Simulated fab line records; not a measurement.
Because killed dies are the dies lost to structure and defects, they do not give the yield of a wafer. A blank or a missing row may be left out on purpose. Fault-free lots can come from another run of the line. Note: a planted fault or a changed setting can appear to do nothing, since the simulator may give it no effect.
fab line records | flow n5Finfet
record lots=6 wafers=16 lastDay=18
route steps=1938 shown BEOL_M2@877 BEOL_M4@1111
lots untouched by any fault: they come from a run of this same line in which no faults occurred
startH: start of the lot's first displayed wafer, in hours after the record's first day | waitH: time in hours since the lot's previous step | " identical to the entry in the row above | L1.1+2: one row covering several wafers at once | - no value, or no start given | * or withheld: withheld | < > ~ a bound
route shown NAME@n: names a module that has steps shown in the file, with the first one's number in the route | usual: mean/standard deviation of fault-free wafers | same: alike in all rows | chamber/n: place in a boat | sites: the reading at each site | _std_site: the values' standard deviation | _edge_site: the outer-site mean with the inner-site mean subtracted | radiusMm: how far each site lies from the wafer's centre | mask NAME#n: copy n | behind: the tool/chamber that last shaped the wafer | hold: reason for holding the lot/hours on hold/outcome of the hold | device: transistor that didn't switch, given as n, p or np | end of line: the route-end tests of the same wafers | a step without rows: its recipe alone | killed: dies lost to structure and defects at the first sort, not the wafer's yield | map: a wafer's dies, x killed, . not, _ none there
set.NAME: the setting that was run; set.NAME@STEP: the one run at that earlier step | model.NAME: the simulator's own value behind a step, which no gauge read
lots seen at some steps along the route; tables by step, rows by wafer
services: from which hour (startH, from the record's first day; less than 0 if before it) a tool's chamber was out of use, for how many hours, and why
## steps
# step N5_BEOL_M2_OVL_MEAS_29
# recipe pointsPerWafer=522
# usual V1_OVL=-0.2/0.57
# columns lot.wafer tool chamber startH waitH V1_OVL[nm]
L236.1 overlay-02 0 150.17 0.0 -0.7
L236.3 " 0 " " 0.2
L236.4 " 0 " " 0.4
L239.2 overlay-01 0 166.36 0.0 -0.5
L239.5 " 0 " " 0.1
L239.6 " 0 " " 0.2
L247.4 overlay-01 0 226.07 0.0 0.4
L247.5 " 0 " " 0.6
L247.6 " 0 " " -0.3
L246.1 overlay-02 0 228.21 0.0 -0.1
L246.4 " 0 " " 0.8
L246.5 " 0 " " 0.6
L254.1 overlay-01 0 265.65 0.0 0.9
L254.5 " 0 " " -0.1
L256.1 overlay-02 0 276.23 0.0 -0.5
L256.5 " 0 " " 0.8
# step N5_BEOL_M2_INSPECT_30
# recipe mode=adi inspectInstrument=brightfield
# usual rawDefectCount=404/82
# columns lot.wafer tool chamber startH waitH rawDefectCount
L236.1 defectInspect-01 - 150.23 0.1 513
L236.3 " - " " 334
L236.4 " - " " 377
L239.2 defectInspect-02 - 166.41 0.0 208
L239.5 " - " " 399
L239.6 " - " " 296
L247.4 defectInspect-01 - 226.11 0.0 508
L247.5 " - " " 432
L247.6 " - " " 404
L246.1 defectInspect-02 - 228.27 0.1 433
L246.4 " - " " 505
L246.5 " - " " 389
L254.1 defectInspect-02 - 265.70 0.1 347
L254.5 " - " " 381
L256.1 defectInspect-01 - 276.29 0.1 500
L256.5 " - " " 449
# step N5_BEOL_M2_DESCUM_33
# recipe chemistry=O2 timeS=7 sourcePowerW=50 biasPowerW=20 pressureMtorr=20 rfFrequencyHz=2.712e+07 tempC=40 resist=CAR-EUV o2FlowSccm=225
# usual drypumpMotorCurrentA=5.7/0.4 oesProductAu=0.82/0.098 rfVppV=243.6/1.1 showerheadPlenumPTorr=2.12/0.062 throttleValvePct=20.39/0.21
# columns lot.wafer tool chamber startH waitH drypumpMotorCurrentA oesProductAu rfHoursCounterH rfVppV showerheadPlenumPTorr throttleValvePct
L236.1 rieDiel-05 1 150.27 0.0 6.1 0.92 28 244.1 2.15 20.18
L236.3 " 3 " " 6.1 0.70 222 243.4 2.05 20.46
L236.4 " 2 " " 5.7 0.78 113 244.0 2.20 20.38
L239.2 rieDiel-05 3 166.46 0.0 6.1 0.69 228 243.5 2.05 20.47
L239.5 " 1 " " 6.1 0.90 - 244.0 2.15 20.17
L239.6 " 2 " " 5.7 0.78 - 245.1 2.19 20.41
L247.4 rieDiel-05 3 226.14 0.0 6.1 0.68 249 243.0 2.04 20.51
L247.5 " 0 " " 5.3 0.88 - 242.9 2.06 20.43
L247.6 " 3 " " 6.1 0.68 - 241.9 2.04 20.51
L246.1 rieDiel-05 1 228.30 0.0 6.1 0.87 50 244.2 2.14 20.19
L246.4 " 2 " " 5.7 0.76 140 244.7 2.19 20.45
L246.5 " 0 " " 5.4 0.90 - 241.4 2.06 20.44
L254.1 rieDiel-04 1 265.74 0.0 5.4 0.98 6 243.0 2.15 20.24
L254.5 " 2 " " 5.9 0.79 - 244.6 2.20 20.60
L256.1 rieDiel-04 0 276.32 0.0 5.3 0.86 28 244.1 2.15 20.41
L256.5 " 0 " " 5.4 0.87 - 244.4 2.15 20.41
# step N5_BEOL_M2_ETCH_77
# recipe chemistry=N2/H2 target=underlayer targetDepthA=65 maskMaterial=CAR-EUV timeS=5.2 ionEnergyEv=200 pressureMtorr=30 sourceW=840 biasW=150 n2FlowSccm=200 h2FlowSccm=200 ends=cleared
# step N5_BEOL_M2_ETCH_69
# recipe chemistry=CF4 target=SiARC targetDepthA=156 maskMaterial=CAR-EUV timeS=26 ionEnergyEv=80 pressureMtorr=40 sourceW=545 biasW=36 Ar_flow_sccm=100 cf4FlowSccm=100 ends=cleared
# usual biasW=36.01/0.1 cf4FlowSccm=100.0/0.34 drypumpMotorCurrentA=5.8/0.4 etchRfOnTimeS=25.9/0.78 oesProductAu=0.70/0.084 rfVppV=184.4/0.98 showerheadPlenumPTorr=2.16/0.056 throttleValvePct=15.57/0.25
# columns lot.wafer tool chamber startH waitH biasW cf4FlowSccm drypumpMotorCurrentA etchRfOnTimeS oesProductAu rfHoursCounterH rfVppV showerheadPlenumPTorr throttleValvePct
L236.1 rieDiel-05 1 150.32 0.0 35.86 100.1 6.1 25.4 0.76 28 186.2 2.19 15.24
L236.3 " 3 " " 35.89 99.8 6.2 26.5 0.59 222 185.0 2.11 15.82
L236.4 " 2 " " 36.13 99.9 5.7 25.9 0.66 113 185.7 2.25 15.63
L239.2 rieDiel-05 3 166.51 0.0 35.90 99.7 6.1 26.5 0.59 228 183.3 2.11 15.84
L239.5 " 1 " " 36.07 100.0 6.1 25.3 0.76 - 184.5 2.19 15.26
L239.6 " 2 " " 36.09 99.7 5.7 25.6 0.66 - 186.4 2.24 15.64
L247.4 rieDiel-05 3 226.19 0.0 36.09 100.0 6.1 25.9 0.58 249 183.2 2.10 15.88
L247.5 " 0 " " 36.01 99.8 5.3 27.1 0.75 - 183.5 2.10 15.43
L247.6 " 3 " " 36.05 100.0 6.1 25.7 0.59 - 182.5 2.11 15.87
L246.1 rieDiel-05 1 228.35 0.0 36.07 100.0 6.1 25.8 0.73 50 185.0 2.18 15.28
L246.4 " 2 " " 35.93 100.5 5.7 26.2 0.64 140 184.2 2.24 15.69
L246.5 " 0 " " 35.93 100.4 5.4 27.5 0.74 - 184.0 2.10 15.42
L254.1 rieDiel-04 1 265.79 0.0 36.13 99.6 5.4 25.6 0.82 6 186.1 2.19 15.34
L254.5 " 2 " " 36.02 99.7 5.8 25.9 0.67 - 185.9 2.24 15.77
L256.1 rieDiel-04 0 276.37 0.0 35.89 100.5 5.3 25.5 0.76 28 183.5 2.18 15.49
L256.5 " 0 " " 35.97 100.7 5.3 25.5 0.77 - 184.4 2.18 15.51
# step N5_BEOL_M2_ALD_98
# recipe material=SiO2 targetThkA=25 tempC=100 aldPrecursorFamily=BDEAS aldCoReactant=O2-plasma pulseTimeS=1 coReactantPulseTimeS=1 purgeTimeS=2 coReactantPurgeTimeS=2 aldCycles=17 pressureTorr=2
# step N5_BEOL_M2_ETCHBACK_99
# recipe chemistry=CHF3 target=SiO2 targetDepthA=50 timeS=10.4 sourceW=215 biasW=47 Ar_flow_sccm=200 CHF3_flow_sccm=12 ionEnergyEv=100 pressureMtorr=30
# usual biasW=46.99/0.14 drypumpMotorCurrentA=5.8/0.39 oesProductAu=0.82/0.099 rfVppV=244/8.2 showerheadPlenumPTorr=2.17/0.051 throttleValvePct=16.99/0.25
# columns lot.wafer tool chamber startH waitH biasW drypumpMotorCurrentA oesProductAu rfHoursCounterH rfVppV showerheadPlenumPTorr throttleValvePct
L236.1 rieDiel-04 1 153.56 3.1 47.08 5.4 0.72 221 237 2.19 17.07
L236.3 " 2 " " 47.04 5.9 0.81 99 251 2.26 17.10
L236.4 " 0 " " 46.98 5.3 0.69 234 252 2.22 17.49
L239.2 rieDiel-05 2 171.46 4.6 47.09 5.7 0.78 121 249 2.24 16.97
L239.5 " 1 " " 47.13 6.1 0.90 - 240 2.19 16.71
L239.6 " 2 " " 47.32 5.7 0.78 - 249 2.23 16.96
L247.4 rieDiel-05 2 232.24 5.9 46.92 5.7 0.76 140 248 2.23 17.00
L247.5 " 3 " " 46.80 6.2 0.68 - 242 2.11 17.30
L247.6 " 0 " " 46.98 5.3 0.89 - 246 2.11 16.95
L246.1 rieDiel-05 2 246.00 17.5 47.06 5.7 0.74 145 249 2.23 17.01
L246.4 " 1 " " 46.70 6.1 0.85 - 240 2.19 16.75
L246.5 " 2 " " 47.06 5.7 0.75 - 250 2.23 17.01
L254.1 rieDiel-04 0 271.27 5.3 46.90 5.3 0.91 26 251 2.21 17.05
L254.5 " 1 " " 46.83 5.4 0.95 - 237 2.18 16.70
L256.1 rieDiel-04 2 281.26 4.8 46.95 5.8 0.78 148 250 2.24 17.18
L256.5 " 1 " " 46.83 5.4 0.94 - 237 2.18 16.70
# step N5_BEOL_M2_ETCH_70
# recipe chemistry=N2/H2 target=SOC targetDepthA=800 overetchA=240 maskMaterial=SiARC tempC=40 timeS=130 ionEnergyEv=200 pressureMtorr=30 sourceW=840 biasW=150 n2FlowSccm=200 h2FlowSccm=200
# step N5_BEOL_M2_STRIP_71
# recipe chemistry=N2/H2 tempC=40 n2FlowSccm=200 h2FlowSccm=200 rfFrequencyHz=6e+07
# step N5_BEOL_M2_STRIP_78
# recipe chemistry=N2/H2 tempC=40 n2FlowSccm=200 h2FlowSccm=200 rfFrequencyHz=6e+07
# step N5_BEOL_M2_VIA_ETCH_34
# recipe chemistry=C4F6/O2 targetDepthA=694 maskMaterial=SOC pressureMtorr=15 ionEnergyEv=250 taperDeg=4 timeS=65.9 sourceW=350 biasW=170 Ar_flow_sccm=300 C4F6_flow_sccm=10 O2_flow_sccm=10
# usual biasW=170.1/0.55 drypumpMotorCurrentA=5.8/0.39 oes_o_777_au=0.82/0.1 oesProductAu=0.82/0.1 rfVppV=673/22 showerheadPlenumPTorr=2.87/0.066 throttleValvePct=30.66/0.23
# columns lot.wafer tool chamber startH waitH biasW drypumpMotorCurrentA oes_o_777_au oesProductAu rfHoursCounterH rfVppV showerheadPlenumPTorr throttleValvePct
L236.1 rieDiel-04 1 153.70 0.0 169.9 5.4 0.74 0.72 221 657 2.89 30.49
L236.3 " 2 " " 170.9 5.8 0.80 0.82 99 692 2.98 30.71
L236.4 " 0 " " 169.8 5.3 0.71 0.68 235 696 2.93 31.29
L239.2 rieDiel-05 2 171.60 0.0 170.1 5.7 0.77 0.78 121 688 2.95 30.51
L239.5 " 1 " " 169.5 6.1 0.88 0.89 - 666 2.90 30.55
L239.6 " 2 " " 169.9 5.7 0.77 0.78 - 690 2.95 30.51
L247.4 rieDiel-05 2 232.38 0.0 169.5 5.7 0.76 0.75 140 689 2.94 30.52
L247.5 " 3 " " 169.9 6.2 0.67 0.68 - 669 2.79 30.73
L247.6 " 0 " " 170.6 5.4 0.85 0.88 - 679 2.79 30.94
L246.1 rieDiel-05 2 246.14 0.0 169.8 5.6 0.75 0.76 145 687 2.94 30.52
L246.4 " 1 " " 169.8 6.1 0.84 0.87 - 665 2.89 30.54
L246.5 " 2 " " 170.0 5.7 0.76 0.75 - 689 2.94 30.54
L254.1 rieDiel-04 0 271.41 0.0 169.4 5.3 0.92 0.91 26 696 2.91 30.72
L254.5 " 1 " " 168.9 5.4 0.97 0.94 - 656 2.88 30.39
L256.1 rieDiel-04 2 281.40 0.0 170.3 5.8 0.75 0.79 148 693 2.95 30.75
L256.5 " 1 " " 169.8 5.4 0.96 0.94 - 657 2.88 30.41
# step N5_BEOL_M2_STRIP_83
# recipe chemistry=C4F6/O2 resist=SiARC rfFrequencyHz=6e+07
# step N5_BEOL_M2_STRIP_36
# recipe chemistry=N2/H2 powerW=450 tempC=40 pressureMtorr=20 rfFrequencyHz=6e+07 overashFraction=0.3 biasPowerW=7 h2Frac=0.5 n2FlowSccm=200 h2FlowSccm=200
# usual chamberPressureMTorr=20.00/0.032 drypumpMotorCurrentA=5.8/0.39 oesProductAu=0.82/0.1 rfVppV=59.2/1.5 showerheadPlenumPTorr=2.57/0.073 throttleValvePct=23.6/0.35
# columns lot.wafer tool chamber startH waitH chamberPressureMTorr drypumpMotorCurrentA oesProductAu rfHoursCounterH rfVppV showerheadPlenumPTorr throttleValvePct
L236.1 rieDiel-04 1 153.76 0.0 19.95 5.4 0.72 221 60.8 2.63 24.2
L236.3 " 2 " " 20.01 5.9 0.82 99 57.7 2.66 23.4
L236.4 " 0 " " 20.05 5.3 0.67 235 57.5 2.59 23.8
L239.2 rieDiel-05 2 171.66 0.0 19.98 5.7 0.78 121 60.2 2.68 23.9
L239.5 " 1 " " 19.98 6.1 0.90 - 59.9 2.59 23.3
L239.6 " 2 " " 20.03 5.7 0.78 - 58.0 2.68 23.9
L247.4 rieDiel-05 2 232.44 0.0 26.00 5.7 0.74 140 59.2 2.67 23.9
L247.5 " 3 " " 26.06 6.2 0.67 - 58.1 2.51 24.1
L247.6 " 0 " " 26.04 5.3 0.87 - 61.2 2.51 23.9
L246.1 rieDiel-05 2 246.20 0.0 26.00 5.7 0.74 145 60.4 2.67 24.0
L246.4 " 1 " " 26.04 6.1 0.86 - 59.1 2.58 23.3
L246.5 " 2 " " 25.98 5.7 0.75 - 61.0 2.67 23.9
L254.1 rieDiel-04 0 271.47 0.0 19.98 5.3 0.86 26 59.7 2.57 23.3
L254.5 " 1 " " 19.98 5.4 0.98 - 61.4 2.62 24.0
L256.1 rieDiel-04 2 281.46 0.0 19.99 5.9 0.78 148 59.3 2.64 23.4
L256.5 " 1 " " 19.93 5.4 0.94 - 57.5 2.62 24.1
# step N5_BEOL_M2_TRENCH_ETCH_37
# recipe chemistry=C4F6/O2 targetDepthA=555.55 target=SiOC timeS=29.2 ionEnergyEv=250 pressureMtorr=30 sourceW=355 biasW=185 Ar_flow_sccm=300 C4F6_flow_sccm=10 O2_flow_sccm=10
# usual biasW=185.0/0.51 drypumpMotorCurrentA=5.8/0.39 oes_o_777_au=0.82/0.1 oesProductAu=0.82/0.099 rfVppV=673/22 showerheadPlenumPTorr=2.87/0.066 throttleValvePct=20.78/0.23
# columns lot.wafer tool chamber startH waitH biasW drypumpMotorCurrentA oes_o_777_au oesProductAu rfHoursCounterH rfVppV showerheadPlenumPTorr throttleValvePct
L236.1 rieDiel-04 1 - - 186.5 5.4 0.75 0.73 221 657 2.90 20.79
L236.3 " 2 " " 184.8 5.8 0.80 0.83 99 694 2.98 20.90
L236.4 " 0 " " 185.6 5.3 0.73 0.69 235 695 2.94 21.29
L239.2 rieDiel-05 2 - - 185.3 5.7 0.77 0.78 121 688 2.95 20.72
L239.5 " 1 " " 184.7 6.1 0.87 0.88 - 665 2.90 20.52
L239.6 " 2 " " 185.0 5.7 0.78 0.77 - 689 2.95 20.74
L247.4 rieDiel-05 2 - - 184.6 5.7 0.77 0.76 140 688 2.94 20.77
L247.5 " 3 " " 184.3 6.1 0.66 0.68 - 668 2.79 21.03
L247.6 " 0 " " 185.0 5.3 0.85 0.88 - 681 2.79 20.80
L246.1 rieDiel-05 2 - - 184.6 5.7 0.75 0.75 145 689 2.94 20.77
L246.4 " 1 " " 184.0 6.1 0.85 0.85 - 664 2.89 20.54
L246.5 " 2 " " 184.6 5.7 0.75 0.75 - 689 2.94 20.78
L254.1 rieDiel-04 0 - - 185.0 5.4 0.94 0.89 26 695 2.92 20.89
L254.5 " 1 " " 185.7 5.4 0.97 0.95 - 658 2.88 20.50
L256.1 rieDiel-04 2 - - 184.9 5.9 0.76 0.77 148 693 2.96 20.94
L256.5 " 1 " " 184.1 5.4 0.96 0.93 - 657 2.88 20.49
# step N5_BEOL_M4_RC_MEAS_101
# usual DIBL_N=36.1/2 DIBL_P=36.3/2.5 IOFF_N=0.16/0.037 IOFF_P=0.21/0.039 ION_N=678/15 ION_P=465/8.7 SS_N=71.4/0.7 SS_P=73.3/0.74 VT_N=249/3.6 VT_P=-250.0/2.9
# columns lot.wafer tool chamber startH waitH DIBL_N[mV/V] DIBL_P[mV/V] IOFF_N[nA/um] IOFF_P[nA/um] ION_N[uA/um] ION_P[uA/um] SS_N[mV/dec] SS_P[mV/dec] VT_N[mV] VT_P[mV]
L236.1 prober-02 0 181.07 0.0 37.8 37.0 0.16 0.24 687 473 71.6 73.8 250 -247.3
L236.3 " 0 " " 35.7 32.9 0.12 0.18 654 451 71.3 72.5 254 -252.8
L236.4 " 0 " " 33.7 31.7 0.09 0.17 640 449 70.3 72.8 256 -252.8
L239.2 prober-01 0 198.62 0.3 35.9 36.7 0.17 0.19 696 466 71.3 73.4 249 -250.6
L239.5 " 0 " " 33.3 33.6 0.12 0.16 678 460 70.2 72.2 251 -255.6
L239.6 " 0 " " 34.7 36.6 0.15 0.21 692 477 71.9 73.4 248 -249.1
L247.4 prober-01 0 269.30 0.5 36.8 36.9 0.18 0.24 682 470 71.6 73.6 247 -244.9
L247.5 " 0 " " 36.0 35.8 0.15 0.23 659 464 71.5 73.7 250 -250.1
L247.6 " 0 " " 35.5 36.3 0.16 0.24 685 477 71.4 73.4 246 -245.0
L246.1 prober-02 0 275.10 0.0 38.8 40.3 0.20 0.24 696 481 72.3 73.9 246 -247.9
L246.4 " 0 " " 40.2 42.1 0.24 0.29 681 465 72.8 74.5 246 -248.6
L246.5 " 0 " " 38.7 39.6 0.20 0.23 691 470 71.6 74.2 245 -248.5
L254.1 prober-02 0 306.06 0.0 36.8 38.6 0.19 0.22 713 477 71.3 74.0 245 -247.3
L254.5 " 0 " " 36.4 38.1 0.18 0.21 700 469 70.8 73.5 247 -251.2
L256.1 prober-02 0 313.10 0.0 34.4 35.3 0.13 0.20 663 456 70.3 73.5 250 -248.7
L256.5 " 0 " " 32.6 32.2 0.11 0.16 674 474 70.5 72.4 252 -252.8
## services
# columns tool chamber startH hours kind
rieDiel-05 0 167.07 5.0 repair
rieDiel-04 2 175.54 3.6 repair
rieDiel-05 1 183.42 12.0 repair
rieDiel-04 0 197.28 - clean
rieDiel-04 0 197.28 - consumableReplace:focusRing
rieDiel-04 0 197.28 12.2 scheduledDown
rieDiel-04 0 197.28 12.2 ventCycle
rieDiel-05 - 205.16 0.7 repair
rieDiel-05 - 218.37 0.1 repair
rieDiel-04 1 229.60 - clean
rieDiel-04 1 229.60 - consumableReplace:focusRing
rieDiel-04 1 229.60 21.3 scheduledDown
rieDiel-04 1 229.60 21.3 ventCycle
rieDiel-05 3 242.46 40.9 repair
rieDiel-04 3 250.90 - clean
rieDiel-04 3 250.90 - consumableReplace:focusRing
rieDiel-04 3 250.90 25.0 scheduledDown
rieDiel-04 3 250.90 25.0 ventCycle
rieDiel-04 1 252.29 3.0 repair
## key
firstSign step=N5_BEOL_M2_STRIP_36 reading=chamberPressureMTorr direction=up sigmas=99+ usual=* struck=*
effect none on later readings
metAt N5_BEOL_M2_STRIP_36
struckWafers L246.1,L246.4,L246.5,L247.4,L247.5,L247.6
onsetBetween 171.66 232.44
fault kind=processParameterDrift tool=rieDiel-05 chamber=- onsetH=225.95 steps=N5_BEOL_M2_STRIP_36 channel=pressureMtorr offset=* shape=step endH=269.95 actsIn=* stated=*
